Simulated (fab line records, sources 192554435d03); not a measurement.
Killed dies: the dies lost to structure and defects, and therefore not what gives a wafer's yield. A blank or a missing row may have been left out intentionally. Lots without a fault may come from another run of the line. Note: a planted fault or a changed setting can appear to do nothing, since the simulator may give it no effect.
Split-lot experiment / flow n5_finfet / 39 wafers read from 7 lots, route of 1938 steps

THE SPLIT
At N5_MOL_CONTACT_COAG_ETCHBACK_135 (etches SiO2 in CHF3, target depth 25 nm, time 16.7 s), the setting time_s was moved away from the recipe's 16.7 s on 18 of the 39 wafers read, by -52.4% to +58.4%. For the rest of the wafers, this setting stayed at what the recipe calls for.

The reading comes from the split's own step.

THE READING
SOC_of_MOL_CONTACT_COAG_COAT_75.thk_nm (the simulator's own value, which no gauge read), in nm, at N5_MOL_CONTACT_COAG_ETCHBACK_135 (etches SiO2 in CHF3, target depth 25 nm, time 16.7 s). The file does not state a usual value for it. The 21 wafers here that ran the recipe average 57.4 nm, standard deviation 0.21 nm.

wafer=L080.1; tool, chamber at the split=rie_diel-06, 2,1,0; time_s as run, s=11.9; against the recipe=-28.7%; SOC_of_MOL_CONTACT_COAG_COAT_75.thk_nm, nm=58; against lot-mates on the recipe=+0.8
wafer=L080.2; tool, chamber at the split=rie_diel-06, 2,1,0; time_s as run, s=11.9; against the recipe=-28.7%; SOC_of_MOL_CONTACT_COAG_COAT_75.thk_nm, nm=58; against lot-mates on the recipe=+0.8
wafer=L080.5; tool, chamber at the split=rie_diel-06, 2,1,0; time_s as run, s=11.9; against the recipe=-28.7%; SOC_of_MOL_CONTACT_COAG_COAT_75.thk_nm, nm=58; against lot-mates on the recipe=+0.8
wafer=L080.3; tool, chamber at the split=rie_diel-06, 0; time_s as run, s=16.7; against the recipe=recipe; SOC_of_MOL_CONTACT_COAG_COAT_75.thk_nm, nm=57.2; against lot-mates on the recipe=-
wafer=L080.4; tool, chamber at the split=rie_diel-06, 1; time_s as run, s=16.7; against the recipe=recipe; SOC_of_MOL_CONTACT_COAG_COAT_75.thk_nm, nm=57.4; against lot-mates on the recipe=-
wafer=L080.6; tool, chamber at the split=rie_diel-06, 2; time_s as run, s=16.7; against the recipe=recipe; SOC_of_MOL_CONTACT_COAG_COAT_75.thk_nm, nm=57; against lot-mates on the recipe=-
wafer=L081.1; tool, chamber at the split=rie_diel-06, 1,0; time_s as run, s=22.5; against the recipe=+34.7%; SOC_of_MOL_CONTACT_COAG_COAT_75.thk_nm, nm=56.6; against lot-mates on the recipe=-0.9
wafer=L081.5; tool, chamber at the split=rie_diel-06, 1,0; time_s as run, s=22.5; against the recipe=+34.7%; SOC_of_MOL_CONTACT_COAG_COAT_75.thk_nm, nm=56.6; against lot-mates on the recipe=-0.9
wafer=L081.2; tool, chamber at the split=rie_diel-06, 2,1; time_s as run, s=16.7; against the recipe=recipe; SOC_of_MOL_CONTACT_COAG_COAT_75.thk_nm, nm=57.6; against lot-mates on the recipe=-
wafer=L081.6; tool, chamber at the split=rie_diel-06, 2,1; time_s as run, s=16.7; against the recipe=recipe; SOC_of_MOL_CONTACT_COAG_COAT_75.thk_nm, nm=57.6; against lot-mates on the recipe=-
wafer=L081.3; tool, chamber at the split=rie_diel-06, 0; time_s as run, s=16.7; against the recipe=recipe; SOC_of_MOL_CONTACT_COAG_COAT_75.thk_nm, nm=57.4; against lot-mates on the recipe=-
wafer=L081.4; tool, chamber at the split=rie_diel-06, 2; time_s as run, s=22.5; against the recipe=+34.7%; SOC_of_MOL_CONTACT_COAG_COAT_75.thk_nm, nm=56.8; against lot-mates on the recipe=-0.7
wafer=L083.1; tool, chamber at the split=rie_diel-03, 3; time_s as run, s=7.95; against the recipe=-52.4%; SOC_of_MOL_CONTACT_COAG_COAT_75.thk_nm, nm=58.8; against lot-mates on the recipe=+1.5
wafer=L083.2; tool, chamber at the split=rie_diel-03, 2,0; time_s as run, s=16.7; against the recipe=recipe; SOC_of_MOL_CONTACT_COAG_COAT_75.thk_nm, nm=57.4; against lot-mates on the recipe=-
wafer=L083.3; tool, chamber at the split=rie_diel-03, 2,0; time_s as run, s=16.7; against the recipe=recipe; SOC_of_MOL_CONTACT_COAG_COAT_75.thk_nm, nm=57.4; against lot-mates on the recipe=-
wafer=L083.4; tool, chamber at the split=rie_diel-03, 1; time_s as run, s=7.95; against the recipe=-52.4%; SOC_of_MOL_CONTACT_COAG_COAT_75.thk_nm, nm=58.6; against lot-mates on the recipe=+1.3
wafer=L083.5; tool, chamber at the split=rie_diel-03, 1; time_s as run, s=7.95; against the recipe=-52.4%; SOC_of_MOL_CONTACT_COAG_COAT_75.thk_nm, nm=58.4; against lot-mates on the recipe=+1.1
wafer=L083.6; tool, chamber at the split=rie_diel-03, 2; time_s as run, s=16.7; against the recipe=recipe; SOC_of_MOL_CONTACT_COAG_COAT_75.thk_nm, nm=57.2; against lot-mates on the recipe=-
wafer=L086.2; tool, chamber at the split=rie_diel-02, 1,3; time_s as run, s=16.7; against the recipe=recipe; SOC_of_MOL_CONTACT_COAG_COAT_75.thk_nm, nm=57.4; against lot-mates on the recipe=-
wafer=L086.3; tool, chamber at the split=rie_diel-02, 1,3; time_s as run, s=16.7; against the recipe=recipe; SOC_of_MOL_CONTACT_COAG_COAT_75.thk_nm, nm=57.4; against lot-mates on the recipe=-
wafer=L086.5; tool, chamber at the split=rie_diel-02, 3; time_s as run, s=16.7; against the recipe=recipe; SOC_of_MOL_CONTACT_COAG_COAT_75.thk_nm, nm=57.2; against lot-mates on the recipe=-
wafer=L089.1; tool, chamber at the split=rie_diel-03, 3; time_s as run, s=21.61; against the recipe=+29.4%; SOC_of_MOL_CONTACT_COAG_COAT_75.thk_nm, nm=56.6; against lot-mates on the recipe=-0.9
wafer=L089.5; tool, chamber at the split=rie_diel-03, 3; time_s as run, s=21.61; against the recipe=+29.4%; SOC_of_MOL_CONTACT_COAG_COAT_75.thk_nm, nm=56.6; against lot-mates on the recipe=-0.9
wafer=L089.2; tool, chamber at the split=rie_diel-03, 0; time_s as run, s=16.7; against the recipe=recipe; SOC_of_MOL_CONTACT_COAG_COAT_75.thk_nm, nm=57.6; against lot-mates on the recipe=-
wafer=L089.3; tool, chamber at the split=rie_diel-03, 2,0; time_s as run, s=16.7; against the recipe=recipe; SOC_of_MOL_CONTACT_COAG_COAT_75.thk_nm, nm=57.4; against lot-mates on the recipe=-
wafer=L089.4; tool, chamber at the split=rie_diel-03, 2,0; time_s as run, s=16.7; against the recipe=recipe; SOC_of_MOL_CONTACT_COAG_COAT_75.thk_nm, nm=57.4; against lot-mates on the recipe=-
wafer=L089.6; tool, chamber at the split=rie_diel-03, 2; time_s as run, s=21.61; against the recipe=+29.4%; SOC_of_MOL_CONTACT_COAG_COAT_75.thk_nm, nm=56.8; against lot-mates on the recipe=-0.7
wafer=L091.1; tool, chamber at the split=rie_diel-03, 0; time_s as run, s=16.7; against the recipe=recipe; SOC_of_MOL_CONTACT_COAG_COAT_75.thk_nm, nm=57.6; against lot-mates on the recipe=-
wafer=L091.2; tool, chamber at the split=rie_diel-03, 2; time_s as run, s=23.18; against the recipe=+38.8%; SOC_of_MOL_CONTACT_COAG_COAT_75.thk_nm, nm=56.6; against lot-mates on the recipe=-1.2
wafer=L091.6; tool, chamber at the split=rie_diel-03, 2; time_s as run, s=23.18; against the recipe=+38.8%; SOC_of_MOL_CONTACT_COAG_COAT_75.thk_nm, nm=56.6; against lot-mates on the recipe=-1.2
wafer=L091.3; tool, chamber at the split=rie_diel-03, 3; time_s as run, s=16.7; against the recipe=recipe; SOC_of_MOL_CONTACT_COAG_COAT_75.thk_nm, nm=57.8; against lot-mates on the recipe=-
wafer=L091.4; tool, chamber at the split=rie_diel-03, 3; time_s as run, s=23.18; against the recipe=+38.8%; SOC_of_MOL_CONTACT_COAG_COAT_75.thk_nm, nm=56.8; against lot-mates on the recipe=-1.0
wafer=L091.5; tool, chamber at the split=rie_diel-03, 0; time_s as run, s=16.7; against the recipe=recipe; SOC_of_MOL_CONTACT_COAG_COAT_75.thk_nm, nm=58; against lot-mates on the recipe=-
wafer=L096.1; tool, chamber at the split=rie_diel-03, 3; time_s as run, s=26.46; against the recipe=+58.4%; SOC_of_MOL_CONTACT_COAG_COAT_75.thk_nm, nm=56; against lot-mates on the recipe=-1.4
wafer=L096.2; tool, chamber at the split=rie_diel-03, 0; time_s as run, s=26.46; against the recipe=+58.4%; SOC_of_MOL_CONTACT_COAG_COAT_75.thk_nm, nm=56.2; against lot-mates on the recipe=-1.2
wafer=L096.3; tool, chamber at the split=rie_diel-03, 1,2,3; time_s as run, s=16.7; against the recipe=recipe; SOC_of_MOL_CONTACT_COAG_COAT_75.thk_nm, nm=57.4; against lot-mates on the recipe=-
wafer=L096.4; tool, chamber at the split=rie_diel-03, 1,2,3; time_s as run, s=16.7; against the recipe=recipe; SOC_of_MOL_CONTACT_COAG_COAT_75.thk_nm, nm=57.4; against lot-mates on the recipe=-
wafer=L096.6; tool, chamber at the split=rie_diel-03, 1,2,3; time_s as run, s=16.7; against the recipe=recipe; SOC_of_MOL_CONTACT_COAG_COAT_75.thk_nm, nm=57.4; against lot-mates on the recipe=-
wafer=L096.5; tool, chamber at the split=rie_diel-03, 0; time_s as run, s=26.46; against the recipe=+58.4%; SOC_of_MOL_CONTACT_COAG_COAT_75.thk_nm, nm=55.8; against lot-mates on the recipe=-1.6
The file does not say which wafer passed through which chamber wherever a row lists several chambers: such a row stands for several wafers.

THE FIT
A straight line over all 39 wafers: SOC_of_MOL_CONTACT_COAG_COAT_75.thk_nm changes by -0.0226 nm for each +1% of time_s; r = -0.96; the points scatter about the line by 0.19 nm.
The same after taking each lot's own level away (the mean of its wafers on the recipe; 39 wafers): -0.0254 nm for each +1%; r = -0.98; scatter 0.13 nm.
On that fit, the largest move of time_s shifts the reading by 1.5 nm.
From 57.20 to 57.80 nm: that is the span of the lots' own levels, equal to 2.9 times the standard deviation above.
So the lot-to-lot level changes the slope: the two fits differ.
Check: -1.5 nm against its lot-mates is what the line predicts for one of the wafers moved furthest among these (+58.4%) when that wafer is left out of the fit. Against them it came out at -1.4 nm.

OTHER SPLITS ON THESE WAFERS
Note: prior to the reading, these wafers also went through further splits. Each is held against what the fit with the lots' levels taken away leaves over:
other split on the same wafers=N5_ZERO_LAYER_PECVD_02 time_s; wafers away from the commonest value=15; r with SOC_of_MOL_CONTACT_COAG_COAT_75.thk_nm (lot level and that fit taken away)=-0.06
other split on the same wafers=N5_SD_EPI_N_ETCH_45 target_depth_a; wafers away from the commonest value=12; r with SOC_of_MOL_CONTACT_COAG_COAT_75.thk_nm (lot level and that fit taken away)=-0.10

FILE'S OWN FIT
SOC_of_MOL_CONTACT_COAG_COAT_75.thk_nm changes by -0.0254 nm for each +1% of time_s, r = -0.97.
